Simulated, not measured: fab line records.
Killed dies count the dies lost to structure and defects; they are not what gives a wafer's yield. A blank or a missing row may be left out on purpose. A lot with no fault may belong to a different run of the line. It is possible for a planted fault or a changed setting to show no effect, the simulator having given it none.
Which of the tools did it? || flow n5Finfet || 9 lots with 26 wafers sampled at 7 steps, on a route of 1938 steps

WHAT THE GAUGES READ, wafer by wafer
N5_BEOL_M9_OCD_MEAS_38. Usual: trenchDepthNm 151.1 nm, standard deviation 2.9.
{"lot": "L391", "measured": "day 9 22:03", "on": "ocd-01", "trenchDepthNm (nm)": "151.0 151.7 152.7", "flag": ""}
{"lot": "L395", "measured": "day 10 20:59", "on": "ocd-01", "trenchDepthNm (nm)": "149.6 155.3 149.5", "flag": ""}
{"lot": "L397", "measured": "day 11 21:31", "on": "ocd-02", "trenchDepthNm (nm)": "222.8 148.6 222.5", "flag": "OFF"}
{"lot": "L399", "measured": "day 12 11:53", "on": "ocd-01", "trenchDepthNm (nm)": "154.1 144.8 153.4", "flag": ""}
{"lot": "L400", "measured": "day 12 18:54", "on": "ocd-02", "trenchDepthNm (nm)": "224.5 149.3", "flag": "OFF"}
{"lot": "L410", "measured": "day 14 19:22", "on": "ocd-02", "trenchDepthNm (nm)": "151.7 147.9 149.2", "flag": ""}
{"lot": "L409", "measured": "day 16 09:17", "on": "ocd-01", "trenchDepthNm (nm)": "150.5 152.4 152.4", "flag": ""}
{"lot": "L414", "measured": "day 16 12:10", "on": "ocd-01", "trenchDepthNm (nm)": "151.6 142.8 143.1", "flag": ""}
{"lot": "L411", "measured": "day 16 13:14", "on": "ocd-02", "trenchDepthNm (nm)": "154.6 153.7 151.0", "flag": ""}

N5_BEOL_M9_CD_MEAS_35: target cd 70 nm, target cd y 40 nm. Usual: cdNm 69.8 nm, standard deviation 0.63.
{"lot": "L391", "measured": "day 9 22:12", "on": "cdSem-01", "cdNm (nm)": "70.3 69.5 69.3", "flag": ""}
{"lot": "L395", "measured": "day 10 21:09", "on": "cdSem-02", "cdNm (nm)": "70.6 69.2 68.8", "flag": ""}
{"lot": "L397", "measured": "day 11 21:41", "on": "cdSem-02", "cdNm (nm)": "69.8 70.0 69.7", "flag": ""}
{"lot": "L399", "measured": "day 12 12:02", "on": "cdSem-01", "cdNm (nm)": "70.1 70.2 70.6", "flag": ""}
{"lot": "L400", "measured": "day 12 19:04", "on": "cdSem-03", "cdNm (nm)": "71.2 69.7", "flag": ""}
{"lot": "L410", "measured": "day 14 19:31", "on": "cdSem-01", "cdNm (nm)": "69.2 70.4 70.1", "flag": ""}
{"lot": "L409", "measured": "day 16 09:26", "on": "cdSem-01", "cdNm (nm)": "69.7 68.8 69.2", "flag": ""}
{"lot": "L414", "measured": "day 16 12:19", "on": "cdSem-02", "cdNm (nm)": "70.6 69.3 70.1", "flag": ""}
{"lot": "L411", "measured": "day 16 13:23", "on": "cdSem-03", "cdNm (nm)": "70.7 69.8 70.2", "flag": ""}

N5_BEOL_M9_THK_MEAS_53: measures by xrf. Usual: M9_THK gives 139 nm (standard deviation 3.1).
{"lot": "L391", "measured": "day 10 01:35", "on": "filmMetro-01", "M9_THK (nm)": "138 138 139", "flag": ""}
{"lot": "L395", "measured": "day 11 00:10", "on": "filmMetro-01", "M9_THK (nm)": "137 140 135", "flag": ""}
{"lot": "L397", "measured": "day 12 01:08", "on": "filmMetro-01", "M9_THK (nm)": "212 137 209", "flag": "OFF"}
{"lot": "L399", "measured": "day 12 14:05", "on": "filmMetro-02", "M9_THK (nm)": "141 133 142", "flag": ""}
{"lot": "L400", "measured": "day 12 20:47", "on": "filmMetro-02", "M9_THK (nm)": "212 140", "flag": "OFF"}
{"lot": "L410", "measured": "day 14 21:31", "on": "filmMetro-02", "M9_THK (nm)": "140 136 139", "flag": ""}
{"lot": "L409", "measured": "day 16 12:20", "on": "filmMetro-02", "M9_THK (nm)": "139 141 140", "flag": ""}
{"lot": "L414", "measured": "day 16 14:56", "on": "filmMetro-02", "M9_THK (nm)": "140 131 130", "flag": ""}
{"lot": "L411", "measured": "day 16 15:53", "on": "filmMetro-02", "M9_THK (nm)": "142 141 139", "flag": ""}

N5_BEOL_M9_RS_MEAS_57: uses a four-point probe to measure. Usual: M9_RS gives 0.151 ohm/sq (standard deviation 0.0037).
{"lot": "L391", "measured": "day 10 01:43", "on": "filmMetro-01", "M9_RS (ohm/sq)": "0.149 0.148 0.147", "flag": ""}
{"lot": "L395", "measured": "day 11 00:19", "on": "filmMetro-02", "M9_RS (ohm/sq)": "0.150 0.147 0.153", "flag": ""}
{"lot": "L397", "measured": "day 12 01:18", "on": "filmMetro-01", "M9_RS (ohm/sq)": "0.095 0.154 0.097", "flag": "OFF"}
{"lot": "L399", "measured": "day 12 14:14", "on": "filmMetro-01", "M9_RS (ohm/sq)": "0.150 0.160 0.150", "flag": ""}
{"lot": "L400", "measured": "day 12 20:56", "on": "filmMetro-01", "M9_RS (ohm/sq)": "0.097 0.152", "flag": "OFF"}
{"lot": "L410", "measured": "day 14 21:39", "on": "filmMetro-02", "M9_RS (ohm/sq)": "0.149 0.155 0.151", "flag": ""}
{"lot": "L409", "measured": "day 16 12:28", "on": "filmMetro-01", "M9_RS (ohm/sq)": "0.152 0.151 0.152", "flag": ""}
{"lot": "L414", "measured": "day 16 15:04", "on": "filmMetro-02", "M9_RS (ohm/sq)": "0.150 0.161 0.163", "flag": ""}
{"lot": "L411", "measured": "day 16 16:01", "on": "filmMetro-01", "M9_RS (ohm/sq)": "0.148 0.148 0.151", "flag": ""}

EACH LOT AND THE TOOL THAT RAN IT (in order: tool; ch and the chambers of the sampled wafers; start)
{"lot": "L391", "N5_BEOL_M9_ETCH_62": "rieDiel-05 ch 0,2, day 9 19:16", "N5_BEOL_M9_ETCH_65": "rieDiel-06 ch 0,1,3, day 9 21:38", "N5_BEOL_M9_TRENCH_ETCH_37": "rieDiel-06 ch 0,1,3, day 9 21:52"}
{"lot": "L395", "N5_BEOL_M9_ETCH_62": "rieDiel-06 ch 0,1,3, day 10 19:11", "N5_BEOL_M9_ETCH_65": "rieDiel-05 ch 2,3, day 10 20:35", "N5_BEOL_M9_TRENCH_ETCH_37": "rieDiel-05 ch 2,3, day 10 20:49"}
{"lot": "L397", "N5_BEOL_M9_ETCH_62": "rieDiel-03 ch 0,1,2, day 11 19:37", "N5_BEOL_M9_ETCH_65": "rieDiel-05 ch 0,1,2, day 11 21:07", "N5_BEOL_M9_TRENCH_ETCH_37": "rieDiel-05 ch 0,1,2, day 11 21:21"}
{"lot": "L399", "N5_BEOL_M9_ETCH_62": "rieDiel-03 ch 0,2,3, day 12 06:37", "N5_BEOL_M9_ETCH_65": "rieDiel-03 ch 0,1,2, day 12 11:28", "N5_BEOL_M9_TRENCH_ETCH_37": "rieDiel-03 ch 0,1,2, day 12 11:42"}
{"lot": "L400", "N5_BEOL_M9_ETCH_62": "rieDiel-03 ch 0,2, day 12 07:26", "N5_BEOL_M9_ETCH_65": "rieDiel-05 ch 0,2, day 12 18:30", "N5_BEOL_M9_TRENCH_ETCH_37": "rieDiel-05 ch 0,2, day 12 18:44"}
{"lot": "L410", "N5_BEOL_M9_ETCH_62": "rieDiel-03 ch 1,3, day 14 12:11", "N5_BEOL_M9_ETCH_65": "rieDiel-06 ch 0,1,3, day 14 18:57", "N5_BEOL_M9_TRENCH_ETCH_37": "rieDiel-06 ch 0,1,3, day 14 19:11"}
{"lot": "L409", "N5_BEOL_M9_ETCH_62": "rieDiel-03 ch 0,1,2, day 16 06:11", "N5_BEOL_M9_ETCH_65": "rieDiel-05 ch 0,1, day 16 08:41", "N5_BEOL_M9_TRENCH_ETCH_37": "rieDiel-05 ch 0,1, day 16 09:02"}
{"lot": "L414", "N5_BEOL_M9_ETCH_62": "rieDiel-06 ch 1,2, day 16 10:20", "N5_BEOL_M9_ETCH_65": "rieDiel-03 ch 1,3, day 16 11:45", "N5_BEOL_M9_TRENCH_ETCH_37": "rieDiel-03 ch 1,3, day 16 11:59"}
{"lot": "L411", "N5_BEOL_M9_ETCH_62": "rieDiel-06 ch 1,2,3, day 16 11:25", "N5_BEOL_M9_ETCH_65": "rieDiel-05 ch 1,3, day 16 12:50", "N5_BEOL_M9_TRENCH_ETCH_37": "rieDiel-05 ch 1,3, day 16 13:04"}
- N5_BEOL_M9_ETCH_62: etches SOC in N2/H2, target depth 110 nm, overetch 22 nm, time 165 s.
- N5_BEOL_M9_ETCH_65: etches SiARC in CF4, target depth 15.6 nm, time 26 s.
- N5_BEOL_M9_TRENCH_ETCH_37: etches SiCOH lowk in C4F6/O2, target depth 151.43 nm, time 49 s.

AS READ BY THE TOOLS THEMSELVES (means over the sampled wafers that have a number; for cases with no such wafer, the mark the record gives instead)
N5_BEOL_M9_ETCH_62. Usual: drypumpMotorCurrentA 5.76 A, standard deviation 0.26; n2FlowSccm 199.9 sccm, standard deviation 0.62; oesProductAu 0.66 a.u., standard deviation 0.057; rfVppV 524.3 V, standard deviation 2.3; showerheadPlenumPTorr 2.56 Torr, standard deviation 0.081; throttleValvePct 17.8 %, standard deviation 0.32.
{"lot": "L391", "tool": "rieDiel-05", "drypumpMotorCurrentA (A)": 5.91, "n2FlowSccm (sccm)": 199.9, "oesProductAu (a.u.)": 0.66, "rfVppV (V)": 522.6, "showerheadPlenumPTorr (Torr)": 2.49, "throttleValvePct (%)": 17.9, "flag": ""}
{"lot": "L395", "tool": "rieDiel-06", "drypumpMotorCurrentA (A)": 5.79, "n2FlowSccm (sccm)": 200.1, "oesProductAu (a.u.)": 0.64, "rfVppV (V)": 524.4, "showerheadPlenumPTorr (Torr)": 2.53, "throttleValvePct (%)": 17.7, "flag": ""}
{"lot": "L397", "tool": "rieDiel-03", "drypumpMotorCurrentA (A)": 5.89, "n2FlowSccm (sccm)": 199.6, "oesProductAu (a.u.)": 0.69, "rfVppV (V)": 526.3, "showerheadPlenumPTorr (Torr)": 2.64, "throttleValvePct (%)": 17.7, "flag": ""}
{"lot": "L399", "tool": "rieDiel-03", "drypumpMotorCurrentA (A)": 5.59, "n2FlowSccm (sccm)": 200.3, "oesProductAu (a.u.)": 0.69, "rfVppV (V)": 524.1, "showerheadPlenumPTorr (Torr)": 2.58, "throttleValvePct (%)": 17.8, "flag": ""}
{"lot": "L400", "tool": "rieDiel-03", "drypumpMotorCurrentA (A)": 5.66, "n2FlowSccm (sccm)": 200.1, "oesProductAu (a.u.)": 0.71, "rfVppV (V)": 526.5, "showerheadPlenumPTorr (Torr)": 2.64, "throttleValvePct (%)": 17.7, "flag": ""}
{"lot": "L410", "tool": "rieDiel-03", "drypumpMotorCurrentA (A)": 6.04, "n2FlowSccm (sccm)": 200.4, "oesProductAu (a.u.)": 0.61, "rfVppV (V)": 524.6, "showerheadPlenumPTorr (Torr)": 2.57, "throttleValvePct (%)": 17.8, "flag": ""}
{"lot": "L409", "tool": "rieDiel-03", "drypumpMotorCurrentA (A)": 5.91, "n2FlowSccm (sccm)": 199.8, "oesProductAu (a.u.)": 0.65, "rfVppV (V)": 526.0, "showerheadPlenumPTorr (Torr)": 2.62, "throttleValvePct (%)": 17.7, "flag": ""}
{"lot": "L414", "tool": "rieDiel-06", "drypumpMotorCurrentA (A)": 5.54, "n2FlowSccm (sccm)": 199.6, "oesProductAu (a.u.)": 0.61, "rfVppV (V)": 525.1, "showerheadPlenumPTorr (Torr)": 2.60, "throttleValvePct (%)": 18.1, "flag": ""}
{"lot": "L411", "tool": "rieDiel-06", "drypumpMotorCurrentA (A)": 5.69, "n2FlowSccm (sccm)": 199.7, "oesProductAu (a.u.)": 0.63, "rfVppV (V)": 524.7, "showerheadPlenumPTorr (Torr)": 2.53, "throttleValvePct (%)": 17.9, "flag": ""}

N5_BEOL_M9_ETCH_65. Usual: drypumpMotorCurrentA 5.79 A, standard deviation 0.25; etchRfOnTimeS 26.0 s, standard deviation 0.66; oesProductAu 0.67 a.u., standard deviation 0.068; rfVppV 184.2 V, standard deviation 1.1; showerheadPlenumPTorr 2.15 Torr, standard deviation 0.063; throttleValvePct 15.57 %, standard deviation 0.28.
{"lot": "L391", "tool": "rieDiel-06", "drypumpMotorCurrentA (A)": 5.78, "etchRfOnTimeS (s)": 25.7, "oesProductAu (a.u.)": 0.66, "rfVppV (V)": 184.4, "showerheadPlenumPTorr (Torr)": 2.14, "throttleValvePct (%)": 15.56, "flag": ""}
{"lot": "L395", "tool": "rieDiel-05", "drypumpMotorCurrentA (A)": 5.93, "etchRfOnTimeS (s)": 25.7, "oesProductAu (a.u.)": 0.64, "rfVppV (V)": 182.6, "showerheadPlenumPTorr (Torr)": 2.09, "throttleValvePct (%)": 15.83, "flag": ""}
{"lot": "L397", "tool": "rieDiel-05", "drypumpMotorCurrentA (A)": 5.86, "etchRfOnTimeS (s)": 26.1, "oesProductAu (a.u.)": 0.64, "rfVppV (V)": 184.4, "showerheadPlenumPTorr (Torr)": 2.14, "throttleValvePct (%)": 15.72, "flag": ""}
{"lot": "L399", "tool": "rieDiel-03", "drypumpMotorCurrentA (A)": 5.89, "etchRfOnTimeS (s)": 26.0, "oesProductAu (a.u.)": 0.68, "rfVppV (V)": 184.4, "showerheadPlenumPTorr (Torr)": 2.21, "throttleValvePct (%)": 15.41, "flag": ""}
{"lot": "L400", "tool": "rieDiel-05", "drypumpMotorCurrentA (A)": 5.84, "etchRfOnTimeS (s)": 26.6, "oesProductAu (a.u.)": 0.66, "rfVppV (V)": 183.1, "showerheadPlenumPTorr (Torr)": 2.12, "throttleValvePct (%)": 15.59, "flag": ""}
{"lot": "L410", "tool": "rieDiel-06", "drypumpMotorCurrentA (A)": 5.78, "etchRfOnTimeS (s)": 26.1, "oesProductAu (a.u.)": 0.63, "rfVppV (V)": 183.0, "showerheadPlenumPTorr (Torr)": 2.13, "throttleValvePct (%)": 15.60, "flag": ""}
{"lot": "L409", "tool": "rieDiel-05", "drypumpMotorCurrentA (A)": 5.81, "etchRfOnTimeS (s)": 26.5, "oesProductAu (a.u.)": 0.77, "rfVppV (V)": 184.4, "showerheadPlenumPTorr (Torr)": 2.19, "throttleValvePct (%)": 15.42, "flag": ""}
{"lot": "L414", "tool": "rieDiel-03", "drypumpMotorCurrentA (A)": 6.02, "etchRfOnTimeS (s)": 27.3, "oesProductAu (a.u.)": 0.59, "rfVppV (V)": 184.7, "showerheadPlenumPTorr (Torr)": 2.14, "throttleValvePct (%)": 15.55, "flag": ""}
{"lot": "L411", "tool": "rieDiel-05", "drypumpMotorCurrentA (A)": 5.73, "etchRfOnTimeS (s)": 25.7, "oesProductAu (a.u.)": 0.74, "rfVppV (V)": 184.0, "showerheadPlenumPTorr (Torr)": 2.18, "throttleValvePct (%)": 15.57, "flag": ""}

N5_BEOL_M9_TRENCH_ETCH_37. Usual: drypumpMotorCurrentA 5.80 A, standard deviation 0.25; oes_f_703_au 0.78 a.u., standard deviation 0.08; oesProductAu 0.78 a.u., standard deviation 0.079; rfVppV 667 V, standard deviation 10; showerheadPlenumPTorr 2.86 Torr, standard deviation 0.082; throttleValvePct 20.87 %, standard deviation 0.28.
{"lot": "L391", "tool": "rieDiel-06", "drypumpMotorCurrentA (A)": 5.78, "oes_f_703_au (a.u.)": 0.78, "oesProductAu (a.u.)": 0.77, "rfVppV (V)": 658, "showerheadPlenumPTorr (Torr)": 2.84, "throttleValvePct (%)": 20.86, "flag": ""}
{"lot": "L395", "tool": "rieDiel-05", "drypumpMotorCurrentA (A)": 5.91, "oes_f_703_au (a.u.)": 0.75, "oesProductAu (a.u.)": 0.75, "rfVppV (V)": 655, "showerheadPlenumPTorr (Torr)": 2.77, "throttleValvePct (%)": 21.12, "flag": ""}
{"lot": "L397", "tool": "rieDiel-05", "drypumpMotorCurrentA (A)": 5.86, "oes_f_703_au (a.u.)": 0.73, "oesProductAu (a.u.)": 0.90, "rfVppV (V)": 666, "showerheadPlenumPTorr (Torr)": 2.85, "throttleValvePct (%)": 21.08, "flag": ""}
{"lot": "L399", "tool": "rieDiel-03", "drypumpMotorCurrentA (A)": 5.88, "oes_f_703_au (a.u.)": 0.79, "oesProductAu (a.u.)": 0.80, "rfVppV (V)": 670, "showerheadPlenumPTorr (Torr)": 2.94, "throttleValvePct (%)": 20.71, "flag": ""}
{"lot": "L400", "tool": "rieDiel-05", "drypumpMotorCurrentA (A)": 5.84, "oes_f_703_au (a.u.)": 0.76, "oesProductAu (a.u.)": 0.91, "rfVppV (V)": 666, "showerheadPlenumPTorr (Torr)": 2.80, "throttleValvePct (%)": 20.91, "flag": ""}
{"lot": "L410", "tool": "rieDiel-06", "drypumpMotorCurrentA (A)": 5.78, "oes_f_703_au (a.u.)": 0.76, "oesProductAu (a.u.)": 0.75, "rfVppV (V)": 657, "showerheadPlenumPTorr (Torr)": 2.83, "throttleValvePct (%)": 20.90, "flag": ""}
{"lot": "L409", "tool": "rieDiel-05", "drypumpMotorCurrentA (A)": 5.81, "oes_f_703_au (a.u.)": 0.89, "oesProductAu (a.u.)": 0.91, "rfVppV (V)": 673, "showerheadPlenumPTorr (Torr)": 2.91, "throttleValvePct (%)": 20.80, "flag": ""}
{"lot": "L414", "tool": "rieDiel-03", "drypumpMotorCurrentA (A)": 6.05, "oes_f_703_au (a.u.)": 0.69, "oesProductAu (a.u.)": 0.69, "rfVppV (V)": 669, "showerheadPlenumPTorr (Torr)": 2.86, "throttleValvePct (%)": 20.81, "flag": ""}
{"lot": "L411", "tool": "rieDiel-05", "drypumpMotorCurrentA (A)": 5.73, "oes_f_703_au (a.u.)": 0.86, "oesProductAu (a.u.)": 0.87, "rfVppV (V)": 668, "showerheadPlenumPTorr (Torr)": 2.89, "throttleValvePct (%)": 20.93, "flag": ""}

THE ANSWER, worked out from the rows above alone
Rule: take the mean of a lot's wafers that have a number; if it is more than 3 standard deviations from the usual mean, the lot is off. A lot without any number at a reading at which 4 lots or more have one is off too. Any other lot the step has rows for is counted as sound. Order of review: gauges by route order, followed by the tools' own readings, for which a lot's mean as printed above is used. The first step at which some lot is off is used, and at that step the reading that is off furthest; a lot without a number counts as furthest.
Off at N5_BEOL_M9_OCD_MEAS_38 (trenchDepthNm): L397, L400.
If a tool, at a process step before that reading, ran all the lots that are off and no sound lot after the first of them, it fits. The gauges at N5_BEOL_M9_OCD_MEAS_38 aren't tried: what is off there is off at N5_BEOL_M9_THK_MEAS_53 too, on other tools, and a gauge's error can't cause that. Not one of the candidates tried fits.

WHAT WAS PUT IN BY THE SIMULATOR
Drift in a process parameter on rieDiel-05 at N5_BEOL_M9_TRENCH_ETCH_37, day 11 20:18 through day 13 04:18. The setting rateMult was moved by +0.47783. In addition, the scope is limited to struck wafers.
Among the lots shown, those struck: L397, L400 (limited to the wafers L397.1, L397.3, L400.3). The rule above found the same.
